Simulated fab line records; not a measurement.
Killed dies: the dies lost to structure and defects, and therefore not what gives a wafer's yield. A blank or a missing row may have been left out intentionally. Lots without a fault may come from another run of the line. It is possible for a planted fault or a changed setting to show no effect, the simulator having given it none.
fab line records ; flow n5_finfet ; part 2 of 2: steps 20 to 30 of 30
record lots=5; wafers=15; last_day=16
route steps=1938 shown DUMMY_GATE@238 SPACER0@258 SD_EPI_N@262
lots untouched by any fault: they come from a run of this same line in which no faults occurred
start_h: the number of hours between the record's first day and the start of the first shown wafer of the lot ; wait_h: hours from the lot's prior step to this one ; " identical to the entry in the row above ; L1.1+2: one row covering several wafers at once ; - no value, or no start given ; * or withheld: withheld ; < > ~ a bound
route shown NAME@n: a module of which the file shows steps, and the number in the route of the first ; usual: average and standard deviation across the fault-free wafers ; same: alike in all rows ; chamber/n: place in a boat ; sites: the reading at each site ; _std_site: the values' standard deviation ; _edge_site: inner sites' mean taken away from outer sites' mean ; radius_mm: how far each site lies from the wafer's centre ; mask NAME#n: copy n ; behind: the tool/chamber that last shaped the wafer ; hold: why the lot was held/for how many hours/how that ended ; device: names the non-switching transistor (n, p or np) ; end of line: the tests these same wafers got at the end of their route ; a step with no rows: only its recipe ; killed: dies lost to structure and defects at the first sort, not the wafer's yield ; map: a wafer's dies, marking killed ones x, the rest . and places with no die _
set.NAME: the setting that was run; set.NAME@STEP: the one run at that earlier step ; model.NAME: the simulator's own value behind a step, which no gauge read
lots at some steps of the route; a table a step, a row a wafer
services: when a tool's chamber went out of use (start_h, in hours from the record's first day, below 0 if earlier), for how many hours, and the reason
## steps
# step N5_DUMMY_GATE_INSPECT_27
# recipe inspect_instrument=brightfield; mode=aei
# usual raw_defect_count=302/76
lot.wafer;tool;chamber;start_h;wait_h;raw_defect_count
L075.1;defect_inspect-01;-;54.66;0.0;223
L075.3;defect_inspect-01;-;54.66;0.0;253
L075.4;defect_inspect-01;-;54.66;0.0;254
L079.2;defect_inspect-02;-;78.13;0.0;160
L079.4;defect_inspect-02;-;78.13;0.0;187
L079.6;defect_inspect-02;-;78.13;0.0;186
L083.2;defect_inspect-02;-;104.98;0.0;225
L083.5;defect_inspect-02;-;104.98;0.0;278
L083.6;defect_inspect-02;-;104.98;0.0;233
L086.1;defect_inspect-02;-;128.76;0.0;371
L086.3;defect_inspect-02;-;128.76;0.0;397
L086.6;defect_inspect-02;-;128.76;0.0;238
L093.1;defect_inspect-01;-;160.50;0.0;284
L093.4;defect_inspect-01;-;160.50;0.0;283
L093.5;defect_inspect-01;-;160.50;0.0;271
# step N5_SPACER0_ALD_07
# recipe material=SiNx; target_thk_a=20; temp_c=400; ald_precursor_family=SiH2I2; ald_co_reactant=N2/H2-plasma; pressure_torr=2
# usual heater_power_w=848/110
lot.wafer;tool;chamber;start_h;wait_h;heater_power_w
L075.1;ald_sin-04;0;54.69;0.0;753
L075.3;ald_sin-04;2;54.69;0.0;983
L075.4;ald_sin-04;1;54.69;0.0;772
L079.2;ald_sin-01;1;78.65;0.5;828
L079.4;ald_sin-01;2;78.65;0.5;1070
L079.6;ald_sin-01;1;78.65;0.5;820
L083.2;ald_sin-04;2;106.88;1.9;994
L083.5;ald_sin-04;2;106.88;1.9;1003
L083.6;ald_sin-04;1;106.88;1.9;778
L086.1;ald_sin-01;1;128.80;0.0;849
L086.3;ald_sin-01;0;128.80;0.0;618
L086.6;ald_sin-01;2;128.80;0.0;1075
L093.1;ald_sin-03;2;160.68;0.2;951
L093.4;ald_sin-03;3;160.68;0.2;977
L093.5;ald_sin-03;2;160.68;0.2;919
# step N5_SPACER0_ALD_00
# recipe material=SiOCN; target_thk_a=35; temp_c=400; ald_precursor_family=alkyl-aminosilane; ald_co_reactant=O2/N2-plasma; pulse_time_s=3; purge_time_s=2; co_reactant_purge_time_s=2; ald_cycles=58; pressure_torr=2
# usual heater_power_w=846/110; precursor_pulse_height_rel=1.001/0.021
# same ald_cycles=58
lot.wafer;tool;chamber;start_h;wait_h;heater_power_w;precursor_pulse_height_rel
L075.1;ald_sin-04;0;54.85;0.1;743;1.015
L075.3;ald_sin-04;2;54.85;0.1;973;1.004
L075.4;ald_sin-04;1;54.85;0.1;751;1.014
L079.2;ald_sin-01;1;78.81;0.1;829;0.982
L079.4;ald_sin-01;2;78.81;0.1;1084;1.005
L079.6;ald_sin-01;1;78.81;0.1;814;1.017
L083.2;ald_sin-04;2;107.03;0.1;967;0.951
L083.5;ald_sin-04;2;107.03;0.1;988;1.027
L083.6;ald_sin-04;1;107.03;0.1;770;0.991
L086.1;ald_sin-01;1;128.95;0.1;873;0.998
L086.3;ald_sin-01;0;128.95;0.1;621;1.021
L086.6;ald_sin-01;2;128.95;0.1;1069;0.984
L093.1;ald_sin-03;2;160.83;0.1;914;1.021
L093.4;ald_sin-03;3;160.83;0.1;953;1.013
L093.5;ald_sin-03;2;160.83;0.1;935;0.988
# step N5_SPACER0_ALD_08
# recipe material=SiNx; target_thk_a=20; temp_c=400; ald_precursor_family=SiH2I2; ald_co_reactant=N2/H2-plasma; pressure_torr=2
# usual heater_power_w=846/110
lot.wafer;tool;chamber;start_h;wait_h;heater_power_w
L075.1;ald_sin-04;0;55.10;0.1;773
L075.3;ald_sin-04;2;55.10;0.1;964
L075.4;ald_sin-04;1;55.10;0.1;757
L079.2;ald_sin-01;1;79.06;0.1;813
L079.4;ald_sin-01;2;79.06;0.1;1090
L079.6;ald_sin-01;1;79.06;0.1;814
L083.2;ald_sin-04;2;107.29;0.1;971
L083.5;ald_sin-04;2;107.29;0.1;984
L083.6;ald_sin-04;1;107.29;0.1;778
L086.1;ald_sin-01;1;129.21;0.1;867
L086.3;ald_sin-01;0;129.21;0.1;651
L086.6;ald_sin-01;2;129.21;0.1;1070
L093.1;ald_sin-03;2;161.09;0.1;928
L093.4;ald_sin-03;3;161.09;0.1;970
L093.5;ald_sin-03;2;161.09;0.1;949
# step N5_SPACER0_INSPECT_04
# recipe inspect_instrument=darkfield; mode=post_dep
# usual raw_defect_count=138/34
lot.wafer;tool;chamber;start_h;wait_h;raw_defect_count
L075.1;defect_inspect-01;-;55.26;0.1;127
L075.3;defect_inspect-01;-;55.26;0.1;142
L075.4;defect_inspect-01;-;55.26;0.1;150
L079.2;defect_inspect-01;-;79.22;0.1;81
L079.4;defect_inspect-01;-;79.22;0.1;75
L079.6;defect_inspect-01;-;79.22;0.1;104
L083.2;defect_inspect-02;-;107.45;0.1;119
L083.5;defect_inspect-02;-;107.45;0.1;104
L083.6;defect_inspect-02;-;107.45;0.1;100
L086.1;defect_inspect-01;-;129.37;0.1;154
L086.3;defect_inspect-01;-;129.37;0.1;154
L086.6;defect_inspect-01;-;129.37;0.1;91
L093.1;defect_inspect-01;-;161.24;0.1;170
L093.4;defect_inspect-01;-;161.24;0.1;162
L093.5;defect_inspect-01;-;161.24;0.1;154
# step N5_SD_EPI_N_COAT_32
# recipe resist=SOC; temp_c=250; time_s=60; spin_rpm=1500; resist_thk_nm=350
# usual spin_speed_rpm=1500.0/1
lot.wafer;tool;chamber;start_h;wait_h;spin_speed_rpm
L075.1;litho_track-03;0;55.29;0.0;1499.8
L075.3;litho_track-03;0;55.29;0.0;1499.4
L075.4;litho_track-03;0;55.29;0.0;1498.4
L079.2;litho_track-03;0;79.25;0.0;1499.4
L079.4;litho_track-03;0;79.25;0.0;1499.1
L079.6;litho_track-03;0;79.25;0.0;1498.8
L083.2;litho_track-03;0;107.48;0.0;1499.9
L083.5;litho_track-03;0;107.48;0.0;1500.9
L083.6;litho_track-03;0;107.48;0.0;1502.2
L086.1;litho_track-03;0;129.40;0.0;1500.2
L086.3;litho_track-03;0;129.40;0.0;1500.2
L086.6;litho_track-03;0;129.40;0.0;1498.6
L093.1;litho_track-01;0;161.28;0.0;1500.3
L093.4;litho_track-01;0;161.28;0.0;1499.8
L093.5;litho_track-01;0;161.28;0.0;1498.9
# step N5_SD_EPI_N_COAT_33
# recipe resist=SiARC; temp_c=220; time_s=60; spin_rpm=1500; resist_thk_nm=35
# usual spin_speed_rpm=1500.0/1
lot.wafer;tool;chamber;start_h;wait_h;spin_speed_rpm
L075.1;litho_track-03;0;-;-;1499.9
L075.3;litho_track-03;0;-;-;1501.0
L075.4;litho_track-03;0;-;-;1499.6
L079.2;litho_track-03;0;-;-;1498.4
L079.4;litho_track-03;0;-;-;1499.1
L079.6;litho_track-03;0;-;-;1498.9
L083.2;litho_track-03;0;-;-;1499.4
L083.5;litho_track-03;0;-;-;1499.1
L083.6;litho_track-03;0;-;-;1499.2
L086.1;litho_track-03;0;-;-;1501.1
L086.3;litho_track-03;0;-;-;1500.5
L086.6;litho_track-03;0;-;-;1501.6
L093.1;litho_track-01;0;-;-;1498.9
L093.4;litho_track-01;0;-;-;1500.2
L093.5;litho_track-01;0;-;-;1498.8
# step N5_SD_EPI_N_COAT_03
# recipe resist=CAR-ArF-block; spin_rpm=1500; resist_thk_nm=150
# usual spin_speed_rpm=1499.9/1.1
lot.wafer;tool;chamber;start_h;wait_h;spin_speed_rpm
L075.1;litho_track-03;0;-;-;1500.0
L075.3;litho_track-03;0;-;-;1500.3
L075.4;litho_track-03;0;-;-;1499.0
L079.2;litho_track-03;0;-;-;1499.0
L079.4;litho_track-03;0;-;-;1501.3
L079.6;litho_track-03;0;-;-;1501.4
L083.2;litho_track-03;0;-;-;1499.2
L083.5;litho_track-03;0;-;-;1499.0
L083.6;litho_track-03;0;-;-;1497.7
L086.1;litho_track-03;0;-;-;1499.8
L086.3;litho_track-03;0;-;-;1498.5
L086.6;litho_track-03;0;-;-;1500.7
L093.1;litho_track-01;0;-;-;1499.9
L093.4;litho_track-01;0;-;-;1499.1
L093.5;litho_track-01;0;-;-;1500.0
# step N5_SD_EPI_N_EBR_05
# recipe solvent=PGMEA; ebr_width_mm=1.5
lot.wafer;tool;chamber;start_h;wait_h
L075.1+3+4;litho_track-03;0;-;-
L079.2+4+6;litho_track-03;0;-;-
L083.2+5+6;litho_track-03;0;-;-
L086.1+3+6;litho_track-03;0;-;-
L093.1+4+5;litho_track-01;0;-;-
# step N5_SD_EPI_N_SOFTBAKE_04
# recipe temp_c=110; time_s=60; resist=CAR-ArF-block
lot.wafer;tool;chamber;start_h;wait_h
L075.1+3+4;litho_track-03;0;-;-
L079.2+4+6;litho_track-03;0;-;-
L083.2+5+6;litho_track-03;0;-;-
L086.1+3+6;litho_track-03;0;-;-
L093.1+4+5;litho_track-01;0;-;-
# step N5_SD_EPI_N_EXPOSE_06
# recipe mask_id=SD_N_BLK; na=1.35; source_shape=conventional; sigma_outer=0.8; polarization=unpolarized; target_cd_nm=120; dose_mj=39.75
# usual exposure_dose_mJ_cm2=39.73/0.043; focus_offset_nm=0.0/0.53; reticle_temp_C=22.99/0.11
# same sigma_outer=0.8
lot.wafer;tool;chamber;start_h;wait_h;mask;exposure_dose_mJ_cm2;focus_offset_nm;reticle_temp_C
L075.1;arfi_scanner-01;0;55.54;-;SD_N_BLK#0;39.71;-0.6;22.86
L075.3;arfi_scanner-01;0;55.54;-;SD_N_BLK#0;39.69;-0.5;23.05
L075.4;arfi_scanner-01;0;55.54;-;SD_N_BLK#0;39.73;-0.4;23.20
L079.2;arfi_scanner-03;0;79.38;-;SD_N_BLK#0;39.76;-0.3;22.98
L079.4;arfi_scanner-03;0;79.38;-;SD_N_BLK#0;39.74;0.4;22.85
L079.6;arfi_scanner-03;0;79.38;-;SD_N_BLK#0;39.75;0.9;23.15
L083.2;arfi_scanner-03;0;107.60;-;SD_N_BLK#0;39.72;-1.5;22.79
L083.5;arfi_scanner-03;0;107.60;-;SD_N_BLK#0;39.78;0.1;22.80
L083.6;arfi_scanner-03;0;107.60;-;SD_N_BLK#0;39.78;-1.5;22.95
L086.1;arfi_scanner-03;0;129.52;-;SD_N_BLK#0;39.82;-0.2;22.99
L086.3;arfi_scanner-03;0;129.52;-;SD_N_BLK#0;39.75;0.6;23.17
L086.6;arfi_scanner-03;0;129.52;-;SD_N_BLK#0;39.72;-0.7;23.12
L093.1;arfi_scanner-01;0;161.39;-;SD_N_BLK#0;39.69;0.1;22.95
L093.4;arfi_scanner-01;0;161.39;-;SD_N_BLK#0;39.67;0.6;22.96
L093.5;arfi_scanner-01;0;161.39;-;SD_N_BLK#0;39.65;0.2;22.81
## services
tool;chamber;start_h;hours;kind
rie_diel-02;1;29.51;5.5;repair
rie_diel-01;3;31.66;14.4;repair
rie_si-02;3;35.58;0.9;repair
rie_diel-01;-;38.35;2.0;repair
ald_sin-01;-;39.70;2.8;pm
ald_sin-04;0;39.99;2.1;repair
ald_sin-01;0;48.83;4.5;repair
ald_sin-01;0;60.50;4.5;repair
rie_diel-02;3;63.87;10.9;repair
rie_si-04;3;64.17;4.2;repair
rie_diel-02;3;75.88;2.6;repair
rie_si-02;-;83.82;28.1;pm
ald_sin-01;-;85.25;14.0;pm
ald_sin-04;0;94.13;16.4;repair
ald_sin-01;-;99.25;14.6;pm
rie_si-06;1;103.48;8.0;repair
rie_diel-04;2;114.20;1.9;repair
rie_si-02;3;124.63;12.3;repair
rie_diel-04;-;131.63;0.8;repair
rie_diel-04;0;132.51;11.9;repair
rie_si-02;-;145.78;2.8;pm
rie_si-06;1;146.47;8.6;repair
rie_diel-02;1;156.55;15.9;repair
rie_si-06;0;160.43;9.1;repair
